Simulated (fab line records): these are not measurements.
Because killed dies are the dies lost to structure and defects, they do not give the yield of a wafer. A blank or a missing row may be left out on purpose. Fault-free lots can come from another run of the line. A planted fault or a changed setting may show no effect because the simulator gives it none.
Matching of chambers	flow nandHarc	aldHk-02 running NHARC_A_CHANNEL_FILL_D2_ALD_14: 4 sister chambers
The step deposits SiO2, target thk 2.5 nm, pulse time 10 s, ald cycles 25. 4 wafers are shown with their chamber, then 7 later ones without.

== WAFERS WITH THEIR CHAMBER ==
wafer	chamber	heaterPowerW (W)
L084.3	3	479
L084.6	0	468
L087.1	1	428
L087.3	2	417

== WAFERS WITH NO CHAMBER GIVEN ==
wafer	heaterPowerW (W)
L087.4	462
L086.4	478
L086.5	423
L086.6	412
L091.2	496
L091.3	414
L091.5	436

== EACH ONE'S CHAMBER ==
wafer	from the rows above	in truth
L087.4	can't be placed: 0 or 3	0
L086.4	can't be placed: 3 or 0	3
L086.5	can't be placed: 1 or 2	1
L086.6	can't be placed: 2 or 1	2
L091.2	can't be placed: 3 or 0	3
L091.3	can't be placed: 2 or 1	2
L091.5	can't be placed: 1 or 2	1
Correct placement for 0 of the 7. Cannot be placed on the basis of these rows: 7; the candidates contain the true chamber in 7. 0 placed wrongly.
How it was worked out, from the rows above alone: a wafer's distance from a chamber is the root of the sum, over the readings, of the square of ((its reading less the chamber's mean) divided by the reading's scatter). The wafer belongs to the nearest chamber; if the next one is less than 2 further off, it can't be placed. Each chamber's mean is taken over the wafers shown for it. The scatter: with one shown wafer a chamber, the root of the mean of the squares of how far each hidden wafer lies from its nearest shown one.
